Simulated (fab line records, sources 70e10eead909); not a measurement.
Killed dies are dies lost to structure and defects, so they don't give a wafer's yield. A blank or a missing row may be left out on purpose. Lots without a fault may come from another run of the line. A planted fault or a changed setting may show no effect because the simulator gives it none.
fab line records | flow nand_harc
record lots=24 wafers=72 last_day=33
route steps=1302 shown A_STAIRCASE@673
lots that met no fault: from a run of the same line without faults
start_h: hours from the record's first day to the start of the lot's first wafer shown | wait_h: hours since the lot's step before | " the same as in the row above | L1.1+2: a row that stands for several wafers | - no value, or no start given | * or withheld: withheld | < > ~ a bound
route shown NAME@n: a module of which the file shows steps, and the number in the route of the first | usual: mean/standard deviation of fault-free wafers | same: alike in all rows | chamber/n: place in a boat | sites: the reading at each site | _std_site: their standard deviation | _edge_site: outer sites' mean less inner sites' | radius_mm: how far each site lies from the wafer's centre | mask NAME#n: copy n | behind: the tool/chamber that last shaped the wafer | hold: why the lot was held/for how many hours/how that ended | device: the transistor (n, p or np) that didn't switch | end of line: the same wafers' tests at the end of the route | a step without rows: its recipe alone | killed: dies lost to structure and defects at the first sort, not the wafer's yield | map: a wafer's dies, x killed, . not, _ none there
set.NAME: the setting as run; set.NAME@STEP: as run at that earlier step | model.NAME: the simulator's own value behind a step, which no gauge read
steps of the route over a sample of lots; a table a step, a row a wafer
services: from which hour (start_h, from the record's first day; less than 0 if before it) a tool's chamber was out of use, for how many hours, and why
## steps
# step NHARC_A_STAIRCASE_ETCH_17
# recipe target_depth_a=1000 time_s=40.5 ion_energy_ev=400 c4f8_flow_sccm=20 o2_flow_sccm=10 ar_flow_sccm=withheld rf_w=600 bias_w=1000 chemistry=C4F8/O2
# usual oes_product_au=0.949/0.013 rf_vpp_V=898/5.7
# columns lot.wafer tool chamber start_h wait_h oes_product_au rf_hours_counter_h rf_vpp_V
L074.4 rie_diel-01 3 - - 0.961 45 904
L074.3 " 0 " " 0.940 50 897
L074.5 " 3 " " 0.965 - 905
L075.3 rie_diel-10 2 - - 0.957 27 888
L075.4 " 0 " " 0.975 39 906
L075.6 " 1 " " 0.974 - 896
L076.1 rie_diel-10 3 - - 0.929 38 903
L076.2 " 1 " " 0.958 45 896
L076.5 " 3 " " 0.940 - 900
L078.3 rie_diel-01 2 - - 0.953 0 905
L078.1 " 0 " " 0.963 0 896
L078.6 " 1 " " 0.949 - 895
L077.2 rie_diel-02 1 - - 0.947 52 896
L077.3 " 2 " " 0.956 47 888
L077.4 " 3 " " 0.937 - 904
L079.3 rie_diel-01 2 - - 0.934 7 903
L079.4 " 3 " " 0.934 8 903
L079.1 " 0 " " 0.941 8 899
L080.2 rie_diel-02 0 - - 0.937 5 893
L080.4 " 1 " " 0.952 5 896
L080.1 " 2 " " 0.944 9 888
L081.3 rie_diel-02 0 - - 0.949 8 892
L081.2 " 3 " " 0.955 11 904
L081.6 " 1 " " 0.951 - 897
L083.3 rie_diel-02 0 - - 0.959 10 893
L083.4 " 1 " " 0.968 10 897
L083.6 " 1 " " 0.965 - 896
L082.2 rie_diel-10 3 - - 0.933 1 899
L082.3 " 1 " " 0.958 2 898
L082.5 " 2 " " 0.958 - 906
L084.2 rie_diel-02 2 - - 0.947 20 889
L084.3 " 3 " " 0.950 21 905
L084.5 " 2 " " 0.943 - 889
L085.2 rie_diel-10 3 - - 0.929 11 900
L085.6 " 3 " " 0.933 - 900
L085.5 " 0 " " 0.932 - 904
L086.1 rie_diel-02 0 - - 0.960 24 892
L086.2 " 2 " " 0.955 25 889
L086.6 " 0 " " 0.951 - 892
L087.4 rie_diel-01 0 - - 0.961 29 895
L087.1 " 1 " " 0.945 30 894
L087.5 " 1 " " 0.933 - 893
L089.4 rie_diel-01 0 - - 0.972 34 895
L089.5 " 1 " " 0.949 - 893
L089.6 " 2 " " 0.942 - 904
L088.3 rie_diel-01 0 - - 0.949 35 895
L088.2 " 3 " " 0.942 40 903
L088.6 " 1 " " 0.953 - 894
L091.1 rie_diel-02 0 - - 0.962 37 892
L091.6 " 3 " " 0.938 - 903
L091.5 " 0 " " 0.954 - 893
L090.3 rie_diel-01 1 - - 0.951 42 893
L090.1 " 0 " " 0.958 40 895
L090.5 " 2 " " 0.938 - 904
L093.2 rie_diel-01 0 - - 0.957 46 895
L093.1 " 3 " " 0.946 56 903
L093.5 " 0 " " 0.949 - 896
L092.2 rie_diel-02 1 - - 0.977 43 895
L092.6 " 1 " " 0.964 - 896
L092.5 " 2 " " 0.959 - 888
L095.2 rie_diel-02 3 - - 0.919 49 903
L095.1 " 0 " " 0.960 48 892
L095.4 " 2 " " 0.939 52 888
L094.2 rie_diel-02 0 - - 0.937 48 892
L094.5 " 0 " " 0.960 - 892
L094.6 " 1 " " 0.954 - 895
L097.3 rie_diel-10 1 - - 0.944 40 895
L097.4 " 2 " " 0.949 43 906
L097.5 " 3 " " 0.921 - 897
L096.4 rie_diel-01 0 - - 0.949 4 893
L096.2 " 2 " " 0.954 6 903
L096.6 " 0 " " 0.943 - 894
# step NHARC_A_STAIRCASE_ETCH_19
# recipe target_depth_a=1000 time_s=40.5 ion_energy_ev=400 c4f8_flow_sccm=20 o2_flow_sccm=10 ar_flow_sccm=withheld rf_w=600 bias_w=1000 chemistry=C4F8/O2
# usual oes_product_au=0.948/0.014 rf_vpp_V=898/5.8
# columns lot.wafer tool chamber start_h wait_h oes_product_au rf_hours_counter_h rf_vpp_V
L074.4 rie_diel-01 0 - - 0.955 50 897
L074.3 " 1 " " 0.963 50 895
L074.5 " 3 " " 0.972 - 905
L075.4 rie_diel-10 3 - - 0.940 33 900
L075.3 " 1 " " 0.974 40 896
L075.6 " 2 " " 0.964 - 886
L076.1 rie_diel-10 3 - - 0.923 38 902
L076.2 " 1 " " 0.938 45 897
L076.5 " 2 " " 0.932 - 887
L078.3 rie_diel-01 0 - - 0.957 0 896
L078.1 " 2 " " 0.937 1 905
L078.6 " 3 " " 0.942 - 905
L077.3 rie_diel-02 2 - - 0.960 47 889
L077.2 " 3 " " 0.950 53 906
L077.4 " 2 " " 0.964 - 890
L079.3 rie_diel-01 2 - - 0.965 7 905
L079.4 " 3 " " 0.964 8 905
L079.1 " 0 " " 0.950 8 898
L080.4 rie_diel-02 0 - - 0.947 5 894
L080.1 " 2 " " 0.939 9 889
L080.2 " 3 " " 0.931 9 907
L081.3 rie_diel-02 1 - - 0.965 8 895
L081.2 " 2 " " 0.939 11 888
L081.6 " 1 " " 0.963 - 897
L083.4 rie_diel-02 2 - - 0.956 14 889
L083.3 " 3 " " 0.932 14 905
L083.6 " 2 " " 0.945 - 889
L082.3 rie_diel-10 0 - - 0.933 3 905
L082.2 " 2 " " 0.960 2 906
L082.5 " 0 " " 0.936 - 904
L084.3 rie_diel-02 1 - - 0.945 16 896
L084.2 " 2 " " 0.947 20 889
L084.5 " 0 " " 0.953 - 893
L085.2 rie_diel-10 3 - - 0.921 11 899
L085.5 " 0 " " 0.934 - 905
L085.6 " 2 " " 0.948 - 905
L086.2 rie_diel-02 1 - - 0.972 23 895
L086.1 " 2 " " 0.942 25 887
L086.6 " 0 " " 0.964 - 891
L087.1 rie_diel-01 3 - - 0.933 32 903
L087.4 " 0 " " 0.971 29 896
L087.5 " 3 " " 0.935 - 904
L089.4 rie_diel-01 1 - - 0.941 36 893
L089.5 " 0 " " 0.963 - 895
L089.6 " 1 " " 0.938 - 893
L088.2 rie_diel-01 0 - - 0.962 35 896
L088.3 " 1 " " 0.928 37 893
L088.6 " 2 " " 0.922 - 904
L091.1 rie_diel-02 3 - - 0.940 37 903
L091.6 " 3 " " 0.934 - 903
L091.5 " 0 " " 0.971 - 891
L090.1 rie_diel-01 1 - - 0.959 42 892
L090.3 " 2 " " 0.933 48 905
L090.5 " 0 " " 0.951 - 895
L093.1 rie_diel-01 1 - - 0.943 47 893
L093.2 " 3 " " 0.949 56 902
L093.5 " 2 " " 0.923 - 905
L092.2 rie_diel-02 2 - - 0.945 43 889
L092.6 " 3 " " 0.928 - 905
L092.5 " 0 " " 0.957 - 891
L095.1 rie_diel-02 3 - - 0.927 49 904
L095.2 " 0 " " 0.946 48 891
L095.4 " 2 " " 0.939 52 888
L094.2 rie_diel-02 2 - - 0.948 52 888
L094.5 " 0 " " 0.969 - 892
L094.6 " 1 " " 0.974 - 896
L097.4 rie_diel-10 0 - - 0.954 48 903
L097.3 " 1 " " 0.962 40 896
L097.5 " 2 " " 0.946 - 906
L096.4 rie_diel-01 1 - - 0.944 4 892
L096.2 " 2 " " 0.938 6 905
L096.6 " 2 " " 0.937 - 904
# step NHARC_A_STAIRCASE_TRIM_22
# recipe time_s=211.2 o2_flow_sccm=500 ar_flow_sccm=0 bias_w=0 chemistry=O2
# usual drypump_motor_current_A=5.7/0.39 oes_product_au=1.008/0.013 rf_vpp_V=58.0/0.87 showerhead_plenum_p_Torr=3.61/0.16 throttle_valve_pct=17.037/0.01
# columns lot.wafer tool chamber start_h wait_h drypump_motor_current_A oes_product_au rf_hours_counter_h rf_vpp_V showerhead_plenum_p_Torr throttle_valve_pct
L074.4 rie_diel-10 1 - - 5.8 1.021 35 58.6 3.56 17.027
L074.3 " 0 " " 5.5 1.030 35 59.6 3.79 17.039
L074.5 " 2 " " 5.4 1.013 - 56.3 3.29 17.037
L075.3 rie_diel-10 2 - - 5.4 0.995 27 56.2 3.29 17.027
L075.4 " 3 " " 5.9 0.990 33 58.0 3.65 17.026
L075.6 " 1 " " 5.7 1.023 - 58.1 3.55 17.045
L076.2 rie_diel-01 2 - - 5.9 0.986 58 58.8 3.77 17.025
L076.1 " 1 " " 6.1 1.026 55 57.5 3.48 17.028
L076.5 " 2 " " 5.9 0.996 - 57.9 3.77 17.039
L078.3 rie_diel-01 3 - - 5.7 1.008 1 57.9 3.75 17.035
L078.1 " 2 " " 5.9 1.005 1 57.8 3.77 17.044
L078.6 " 0 " " 4.8 1.018 - 60.1 3.53 17.033
L077.3 rie_diel-02 3 - - 5.6 0.998 53 59.0 3.78 17.057
L077.2 " 1 " " 6.2 1.017 53 58.9 3.54 17.044
L077.4 " 2 " " 6.1 1.022 - 56.7 3.34 17.051
L079.3 rie_diel-01 3 - - 5.7 0.998 8 58.4 3.75 17.032
L079.4 " 0 " " 4.7 0.999 8 57.7 3.53 17.027
L079.1 " 1 " " 6.1 0.997 8 57.8 3.47 17.025
L080.2 rie_diel-01 3 - - 5.7 1.005 9 58.4 3.75 17.021
L080.4 " 0 " " 4.7 1.014 10 58.4 3.53 17.054
L080.1 " 1 " " 6.1 1.006 9 57.4 3.47 17.030
L081.3 rie_diel-02 2 - - 6.1 1.010 11 56.8 3.33 17.042
L081.2 " 3 " " 5.5 1.004 12 58.1 3.77 17.034
L081.6 " 0 " " 6.1 1.002 - 57.8 3.43 17.026
L083.4 rie_diel-10 3 - - 6.0 0.991 0 57.4 3.63 17.032
L083.3 " 1 " " 5.7 1.024 1 57.6 3.54 17.028
L083.6 " 0 " " 5.5 1.003 - 58.2 3.77 17.044
L082.3 rie_diel-10 3 - - 6.0 1.001 2 57.6 3.63 17.032
L082.2 " 1 " " 5.8 1.039 3 58.7 3.54 17.040
L082.5 " 3 " " 6.0 0.987 - 58.2 3.63 17.040
L084.2 rie_diel-02 0 - - 6.1 1.010 17 58.7 3.43 17.037
L084.3 " 1 " " 6.2 1.012 16 59.0 3.53 17.045
L084.5 " 3 " " 5.6 0.997 - 59.2 3.76 17.024
L085.2 rie_diel-01 3 - - 5.7 0.992 29 58.5 3.74 17.029
L085.6 " 1 " " 6.1 1.001 - 57.2 3.46 17.033
L085.5 " 2 " " 5.9 0.996 - 59.0 3.76 17.031
L086.1 rie_diel-10 3 - - 6.0 1.002 14 58.8 3.63 17.037
L086.2 " 0 " " 5.5 0.999 16 58.1 3.77 17.038
L086.6 " 0 " " 5.5 1.008 - 59.5 3.77 17.040
L087.1 rie_diel-01 2 - - 5.9 1.002 32 57.8 3.76 17.046
L087.4 " 1 " " 6.1 1.001 30 58.3 3.46 17.037
L087.5 " 2 " " 5.9 0.987 - 58.3 3.76 17.053
L089.4 rie_diel-01 3 - - 5.7 1.008 40 58.2 3.73 17.041
L089.5 " 2 " " 5.9 1.005 - 58.3 3.75 17.040
L089.6 " 3 " " 5.7 1.007 - 57.5 3.73 17.048
L088.2 rie_diel-02 1 - - 6.3 1.017 32 57.5 3.52 17.036
L088.3 " 3 " " 5.5 0.991 33 58.7 3.76 17.026
L088.6 " 1 " " 6.2 1.023 - 55.8 3.52 17.016
L091.1 rie_diel-10 1 - - 5.7 1.020 23 58.6 3.53 17.037
L091.6 " 2 " " 5.4 1.017 - 57.3 3.79 17.040
L091.5 " 3 " " 6.0 0.998 - 58.2 3.62 17.058
L090.3 rie_diel-02 0 - - 6.1 1.008 38 57.7 3.42 17.037
L090.1 " 3 " " 5.5 0.997 37 58.4 3.76 17.031
L090.5 " 1 " " 6.2 1.022 - 57.7 3.52 17.044
L093.2 rie_diel-01 1 - - 6.1 1.002 47 58.1 3.45 17.024
L093.1 " 3 " " 5.6 1.008 56 59.6 3.72 17.030
L093.5 " 0 " " 4.7 1.012 - 59.3 3.51 17.039
L092.2 rie_diel-02 2 - - 6.1 1.009 43 56.1 3.32 17.035
L092.6 " 1 " " 6.2 1.018 - 58.3 3.51 17.028
L092.5 " 2 " " 6.2 1.009 - 57.8 3.32 17.033
L095.4 rie_diel-10 3 - - 5.9 0.993 42 57.3 3.61 17.039
L095.1 " 1 " " 5.8 1.026 34 58.0 3.52 17.024
L095.2 " 2 " " 5.4 1.013 38 58.2 3.79 17.043
L094.2 rie_diel-02 1 - - 6.3 1.019 51 58.1 3.51 17.049
L094.5 " 2 " " 6.1 1.002 - 58.4 3.31 17.037
L094.6 " 3 " " 5.5 0.981 - 57.4 3.75 17.036
L097.3 rie_diel-10 3 - - 5.9 1.003 48 59.6 3.61 17.034
L097.4 " 1 " " 5.8 1.030 41 59.7 3.52 17.036
L097.5 " 3 " " 5.9 1.005 - 57.3 3.61 17.028
L096.4 rie_diel-10 2 - - 5.4 1.026 44 57.6 3.78 17.037
L096.2 " 3 " " 5.9 0.996 48 58.5 3.61 17.032
L096.6 " 1 " " 5.7 1.020 - 58.1 3.52 17.044
# step NHARC_A_STAIRCASE_TRIM_189
# recipe time_s=211.2 o2_flow_sccm=500 ar_flow_sccm=0 bias_w=0 chemistry=O2
# usual drypump_motor_current_A=5.7/0.36 oes_product_au=1.006/0.012 rf_vpp_V=57.9/0.93 showerhead_plenum_p_Torr=3.60/0.15 throttle_valve_pct=17.038/0.0078
# columns lot.wafer tool chamber start_h wait_h drypump_motor_current_A oes_product_au rf_hours_counter_h rf_vpp_V showerhead_plenum_p_Torr throttle_valve_pct
L074.4 rie_diel-02 1 - - 6.2 0.998 45 59.1 3.54 17.039
L074.3 " 3 " " 5.5 1.008 42 59.2 3.78 17.029
L074.5 " 1 " " 6.3 1.001 - 58.2 3.54 17.028
L075.3 rie_diel-01 3 - - 5.7 1.022 46 59.5 3.76 17.039
L075.4 " 1 " " 6.1 1.031 52 57.8 3.48 17.029
L075.6 " 2 " " 5.9 0.998 - 55.7 3.78 17.044
L076.2 rie_diel-02 0 - - 6.1 1.009 54 58.6 3.44 17.028
L076.1 " 2 " " 6.1 1.015 43 56.8 3.34 17.035
L076.5 " 3 " " 5.6 1.006 - 58.7 3.78 17.026
L078.3 rie_diel-01 2 - - 5.9 1.010 1 59.5 3.77 17.043
L078.1 " 3 " " 5.6 1.016 1 57.0 3.75 17.039
L078.6 " 2 " " 5.9 1.004 - 59.3 3.77 17.038
L077.2 rie_diel-10 1 - - 5.8 1.025 55 57.6 3.55 17.039
L077.3 " 2 " " 5.4 1.004 40 57.8 3.29 17.034
L077.4 " 3 " " 5.9 1.011 46 59.3 3.64 17.049
L079.1 rie_diel-10 1 - - 5.8 1.027 64 56.4 3.54 17.041
L079.3 " 2 " " 5.4 1.014 49 57.4 3.28 17.046
L079.4 " 3 " " 6.0 0.998 54 57.3 3.64 17.026
L080.4 rie_diel-01 1 - - 6.1 0.989 10 57.6 3.47 17.040
L080.1 " 2 " " 5.8 0.996 10 58.6 3.77 17.042
L080.2 " 3 " " 5.7 0.991 10 59.0 3.75 17.044
L081.2 rie_diel-02 0 - - 6.1 1.011 8 58.1 3.43 17.037
L081.3 " 2 " " 6.1 0.995 12 58.5 3.33 17.041
L081.6 " 0 " " 6.1 1.017 - 57.1 3.43 17.047
L083.3 rie_diel-10 3 - - 5.9 1.001 1 56.8 3.63 17.035
L083.4 " 1 " " 5.8 1.007 2 57.3 3.54 17.036
L083.6 " 3 " " 5.9 0.990 - 57.7 3.63 17.041
L082.3 rie_diel-10 3 - - 5.9 0.987 3 57.2 3.63 17.049
L082.2 " 2 " " 5.4 1.025 3 57.2 3.81 17.009
L082.5 " 3 " " 6.0 1.000 - 57.5 3.63 17.048
L084.2 rie_diel-01 1 - - 6.1 1.000 26 57.7 3.46 17.033
L084.3 " 2 " " 5.9 0.989 25 58.6 3.76 17.043
L084.5 " 0 " " 4.7 1.015 - 57.5 3.52 17.032
L085.2 rie_diel-02 0 - - 6.1 1.000 23 57.1 3.42 17.045
L085.5 " 3 " " 5.5 0.983 - 58.3 3.76 17.044
L085.6 " 0 " " 6.1 1.008 - 57.2 3.42 17.036
L086.1 rie_diel-02 3 - - 5.5 0.981 27 57.9 3.76 17.020
L086.2 " 0 " " 6.1 1.009 25 58.2 3.42 17.037
L086.6 " 3 " " 5.5 0.984 - 59.1 3.76 17.031
L087.1 rie_diel-10 0 - - 5.5 1.009 17 58.6 3.77 17.033
L087.4 " 1 " " 5.8 1.022 10 59.3 3.53 17.037
L087.5 " 0 " " 5.5 1.004 - 56.6 3.77 17.028
L089.6 rie_diel-10 2 - - 5.4 1.025 - 58.1 3.80 17.046
L089.4 " 3 " " 6.0 0.998 - 57.7 3.62 17.045
L089.5 " 1 " " 5.8 1.014 - 57.2 3.53 17.037
L088.2 rie_diel-01 0 - - 4.7 1.016 36 55.9 3.52 17.040
L088.3 " 3 " " 5.7 1.000 41 57.5 3.73 17.043
L088.6 " 1 " " 6.1 0.995 - 57.0 3.46 17.036
L091.1 rie_diel-02 3 - - 5.5 0.991 38 59.4 3.76 17.031
L091.6 " 2 " " 6.1 1.008 - 59.2 3.32 17.044
L091.5 " 3 " " 5.5 0.986 - 57.6 3.76 17.040
L090.3 rie_diel-10 2 - - 5.4 1.009 25 57.9 3.79 17.047
L090.1 " 3 " " 6.0 0.991 29 58.6 3.62 17.039
L090.5 " 3 " " 5.9 0.992 - 57.7 3.62 17.039
L092.2 rie_diel-10 0 - - 5.5 1.003 35 56.9 3.75 17.030
L092.5 " 3 " " 6.0 0.993 - 56.4 3.61 17.027
L092.6 " 0 " " 5.4 1.003 - 58.5 3.75 17.028
L093.1 rie_diel-02 0 - - 6.1 1.015 43 57.7 3.41 17.042
L093.2 " 2 " " 6.1 1.000 44 58.6 3.32 17.053
L093.5 " 3 " " 5.6 0.982 - 58.2 3.75 17.030
L095.1 rie_diel-10 1 - - 5.8 1.016 36 57.7 3.52 17.047
L095.2 " 2 " " 5.4 1.015 39 58.7 3.79 17.037
L095.4 " 3 " " 5.9 0.995 43 58.0 3.61 17.024
L094.2 rie_diel-10 0 - - 5.4 1.003 43 58.0 3.75 17.040
L094.5 " 0 " " 5.5 1.011 - 58.2 3.75 17.027
L094.6 " 1 " " 5.8 1.031 - 56.8 3.52 17.040
L097.3 rie_diel-10 0 - - 5.4 1.027 49 58.7 3.75 17.048
L097.4 " 2 " " 5.4 1.010 45 58.7 3.78 17.043
L097.5 " 1 " " 5.7 1.020 - 57.1 3.52 17.031
L096.4 rie_diel-01 1 - - 6.1 1.010 5 58.8 3.45 17.020
L096.2 " 0 " " 4.7 1.009 5 58.9 3.50 17.051
L096.6 " 1 " " 6.1 1.015 - 56.6 3.45 17.032
# step NHARC_A_STAIRCASE_ETCH_271
# recipe cf4_flow_sccm=100 chf3_flow_sccm=30 ar_flow_sccm=0 rf_w=500 bias_w=200 chemistry=CF4/CHF3
# usual drypump_motor_current_A=5.7/0.41 oes_product_au=0.949/0.021 rf_vpp_V=371.6/2.5 showerhead_plenum_p_Torr=1.60/0.071 throttle_valve_pct=16.802/0.0094
# columns lot.wafer tool chamber start_h wait_h drypump_motor_current_A oes_product_au rf_hours_counter_h rf_vpp_V showerhead_plenum_p_Torr throttle_valve_pct
L074.4 rie_diel-02 3 378.08 0.1 5.5 0.924 46 372.6 1.69 16.817
L074.3 " 2 " " 6.1 0.932 41 367.6 1.49 16.799
L074.5 " 0 " " 6.1 0.910 - 368.0 1.53 16.797
L075.4 rie_diel-02 3 383.41 0.1 5.5 0.930 49 373.9 1.69 16.800
L075.3 " 1 " " 6.2 0.935 49 369.9 1.58 16.807
L075.6 " 2 " " 6.1 0.935 - 367.5 1.49 16.791
L076.2 rie_diel-01 3 397.89 0.2 5.6 0.936 2 373.7 1.67 16.788
L076.1 " 1 " " 6.1 0.924 3 370.8 1.55 16.798
L076.5 " 3 " " 5.7 0.936 - 373.6 1.67 16.795
L078.1 rie_diel-10 1 406.66 0.1 5.7 0.953 60 370.1 1.58 16.794
L078.3 " 2 " " 5.5 0.928 45 366.4 1.46 16.801
L078.6 " 3 " " 5.9 0.928 - 373.4 1.62 16.809
L077.3 rie_diel-01 1 409.11 0.1 6.1 0.974 6 370.1 1.55 16.803
L077.4 " 2 " " 5.9 0.957 5 372.4 1.68 16.786
L077.2 " 0 " " 4.7 0.987 7 369.7 1.58 16.793
L079.3 rie_diel-01 3 427.57 0.1 5.6 0.983 11 374.9 1.67 16.795
L079.1 " 0 " " 4.8 0.975 11 371.7 1.57 16.809
L079.4 " 1 " " 6.1 0.960 11 369.5 1.55 16.798
L080.2 rie_diel-01 3 430.24 0.1 5.6 0.968 12 373.4 1.67 16.805
L080.1 " 2 " " 5.9 0.953 12 374.4 1.68 16.800
L080.4 " 2 " " 5.8 0.950 - 374.1 1.68 16.794
L081.3 rie_diel-02 3 444.14 0.1 5.5 0.978 15 374.1 1.68 16.810
L081.2 " 0 " " 6.1 0.971 11 369.5 1.53 16.806
L081.6 " 0 " " 6.1 0.983 - 368.4 1.53 16.803
L083.4 rie_diel-02 2 455.01 0.1 6.1 0.929 18 369.6 1.48 16.814
L083.3 " 3 " " 5.5 0.917 19 373.2 1.68 16.805
L083.6 " 0 " " 6.1 0.947 - 369.3 1.53 16.804
L082.2 rie_diel-01 3 459.42 0.1 5.6 0.978 24 372.4 1.67 16.800
L082.3 " 1 " " 6.1 0.981 24 369.0 1.54 16.810
L082.5 " 2 " " 5.9 0.956 - 374.6 1.68 16.812
L084.3 rie_diel-10 2 475.75 0.1 5.4 0.980 11 375.3 1.70 16.788
L084.2 " 3 " " 5.9 0.954 13 371.8 1.62 16.819
L084.5 " 0 " " 5.5 0.966 - 374.2 1.68 16.816
L085.2 rie_diel-01 0 483.67 0.1 4.7 0.983 30 371.2 1.57 16.801
L085.6 " 1 " " 6.1 0.959 - 368.1 1.54 16.806
L085.5 " 2 " " 5.8 0.963 - 373.0 1.68 16.792
L086.1 rie_diel-02 2 492.82 0.1 6.1 0.943 31 369.0 1.48 16.800
L086.2 " 0 " " 6.1 0.954 28 369.5 1.52 16.808
L086.6 " 2 " " 6.1 0.938 - 366.3 1.48 16.805
L087.4 rie_diel-02 3 493.23 0.1 5.6 0.940 30 374.2 1.68 16.785
L087.1 " 0 " " 6.1 0.960 28 368.5 1.52 16.807
L087.5 " 0 " " 6.1 0.968 - 368.6 1.53 16.803
L089.4 rie_diel-01 1 513.63 0.1 6.1 0.925 40 370.8 1.54 16.803
L089.6 " 1 " " 6.1 0.924 - 368.6 1.54 16.781
L089.5 " 2 " " 5.9 0.936 - 373.6 1.67 16.791
L088.2 rie_diel-01 2 518.20 0.1 5.8 0.917 46 374.5 1.67 16.806
L088.3 " 3 " " 5.6 0.931 46 373.1 1.66 16.804
L088.6 " 1 " " 6.1 0.917 - 369.3 1.54 16.807
L091.1 rie_diel-10 0 537.82 0.1 5.4 0.929 34 373.6 1.68 16.822
L091.6 " 1 " " 5.8 0.944 - 370.6 1.57 16.813
L091.5 " 2 " " 5.4 0.934 - 374.7 1.69 16.797
L090.1 rie_diel-01 3 539.25 0.2 5.7 0.938 56 374.2 1.66 16.799
L090.3 " 1 " " 6.1 0.940 47 370.3 1.54 16.798
L090.5 " 2 " " 5.9 0.932 - 372.3 1.67 16.794
L092.2 rie_diel-02 1 556.63 0.1 6.3 0.949 49 369.2 1.57 16.807
L092.5 " 3 " " 5.5 0.913 - 374.3 1.67 16.808
L092.6 " 0 " " 6.1 0.944 - 368.7 1.52 16.810
L093.2 rie_diel-10 2 558.62 0.1 5.4 0.945 36 374.8 1.69 16.784
L093.1 " 3 " " 5.9 0.923 40 370.0 1.61 16.804
L093.5 " 1 " " 5.7 0.946 - 369.7 1.57 16.814
L094.2 rie_diel-01 2 581.64 0.1 5.8 0.942 7 373.2 1.67 16.796
L094.5 " 1 " " 6.1 0.985 - 368.2 1.54 16.799
L094.6 " 2 " " 5.8 0.945 - 373.2 1.67 16.796
L095.2 rie_diel-01 3 582.09 0.1 5.7 0.945 7 373.8 1.66 16.810
L095.4 " 0 " " 4.8 0.944 5 370.9 1.56 16.815
L095.1 " 2 " " 5.9 0.954 7 374.6 1.67 16.798
L096.2 rie_diel-02 2 595.18 0.1 6.1 0.967 6 366.5 1.47 16.807
L096.4 " 3 " " 5.5 0.965 4 373.7 1.67 16.798
L096.6 " 3 " " 5.6 0.960 - 372.1 1.67 16.797
L097.4 rie_diel-01 0 595.34 0.1 4.7 0.932 11 369.9 1.56 16.808
L097.3 " 1 " " 6.1 0.944 12 368.1 1.53 16.798
L097.5 " 1 " " 6.1 0.947 - 368.7 1.53 16.797
# step NHARC_A_STAIRCASE_CMP_472
# recipe material=SiO2
# usual motor_current_A=12.8/1.5
# columns lot.wafer tool chamber start_h wait_h motor_current_A
L074.4 cmp-03 3 446.12 0.2 13.4
L074.3 " 1 " " 11.5
L074.5 " 2 " " 10.8
L075.4 cmp-01 2 452.47 0.2 13.7
L075.3 " 1 " " 14.6
L075.6 " 2 " " 13.5
L076.2 cmp-01 1 460.23 0.2 14.6
L076.1 " 3 " " 14.7
L076.5 " 0 " " 12.9
L077.3 cmp-01 2 472.04 0.2 13.6
L077.2 " 3 " " 14.2
L077.4 " 0 " " 13.3
L078.1 cmp-02 3 472.17 0.2 11.4
L078.3 " 1 " " 12.6
L078.6 " 0 " " 10.9
L079.3 cmp-03 0 495.12 0.2 10.6
L079.4 " 1 " " 11.7
L079.1 " 3 " " 12.6
L080.4 cmp-03 3 497.10 0.1 14.1
L080.2 " 0 " " 10.1
L080.1 " 1 " " 12.2
L081.3 cmp-01 0 502.68 0.2 13.3
L081.2 " 1 " " 14.6
L081.6 " 0 " " 13.0
L083.4 cmp-01 2 520.61 0.1 13.6
L083.3 " 3 " " 13.8
L083.6 " 3 " " 14.6
L082.3 cmp-02 0 520.63 0.2 12.2
L082.2 " 1 " " 12.6
L082.5 " 0 " " 12.1
L085.2 cmp-01 0 537.33 0.2 13.4
L085.5 " 2 " " 13.1
L085.6 " 3 " " 13.8
L084.2 cmp-03 0 537.63 0.3 10.0
L084.3 " 1 " " 11.8
L084.5 " 2 " " 11.2
L087.4 cmp-03 1 551.19 0.1 11.7
L087.1 " 2 " " 11.3
L087.5 " 2 " " 11.2
L086.2 cmp-01 1 551.20 0.2 15.0
L086.1 " 0 " " 13.5
L086.6 " 1 " " 15.3
L089.4 cmp-03 1 574.67 0.2 11.4
L089.5 " 3 " " 13.2
L089.6 " 0 " " 10.8
L088.3 cmp-01 0 574.80 0.2 13.7
L088.2 " 2 " " 13.3
L088.6 " 0 " " 13.1
L091.1 cmp-03 3 597.65 0.2 14.3
L091.5 " 3 " " 13.5
L091.6 " 0 " " 10.5
L090.3 cmp-03 1 602.07 0.2 12.1
L090.1 " 0 " " 10.3
L090.5 " 1 " " 11.2
L092.2 cmp-03 0 623.96 0.2 10.5
L092.6 " 0 " " 10.3
L092.5 " 1 " " 11.8
L093.1 cmp-01 2 624.05 0.2 13.0
L093.2 " 1 " " 14.8
L093.5 " 2 " " 13.1
L095.4 cmp-03 2 645.43 0.2 11.0
L095.2 " 0 " " 11.2
L095.1 " 1 " " 12.1
L094.2 cmp-01 0 646.66 0.3 13.0
L094.6 " 3 " " 14.1
L094.5 " 0 " " 13.8
L096.4 cmp-02 1 654.88 0.1 13.2
L096.2 " 3 " " 11.4
L096.6 " 2 " " 11.6
L097.4 cmp-01 3 655.06 0.2 13.9
L097.3 " 1 " " 15.7
L097.5 " 3 " " 14.3
## services
# columns tool chamber start_h hours kind
rie_diel-01 1 349.19 1.7 repair
rie_diel-10 - 351.67 2.7 repair
cmp-01 - 352.65 3.9 repair
cmp-01 - 365.73 2.7 repair
rie_diel-10 0 368.82 15.9 repair
cmp-01 - 370.35 2.1 repair
rie_diel-01 - 380.96 9.0 pm
cmp-01 - 383.18 4.0 pm
rie_diel-02 - 393.71 9.0 pm
rie_diel-10 0 405.13 4.4 repair
rie_diel-10 - 422.96 9.0 pm
rie_diel-01 0 429.08 2.5 repair
rie_diel-10 1 463.91 12.3 repair
cmp-01 - 481.18 4.0 pm
rie_diel-10 0 498.78 5.2 repair
rie_diel-02 0 511.33 1.3 repair
rie_diel-10 0 539.17 2.1 repair
rie_diel-02 1 551.20 4.7 repair
rie_diel-01 - 557.96 9.0 pm
rie_diel-02 - 570.74 9.0 pm
rie_diel-10 0 593.91 3.1 repair
rie_diel-10 - 599.96 9.0 pm
rie_diel-10 3 622.77 5.5 repair
rie_diel-01 3 636.36 2.6 repair
## key
fault none
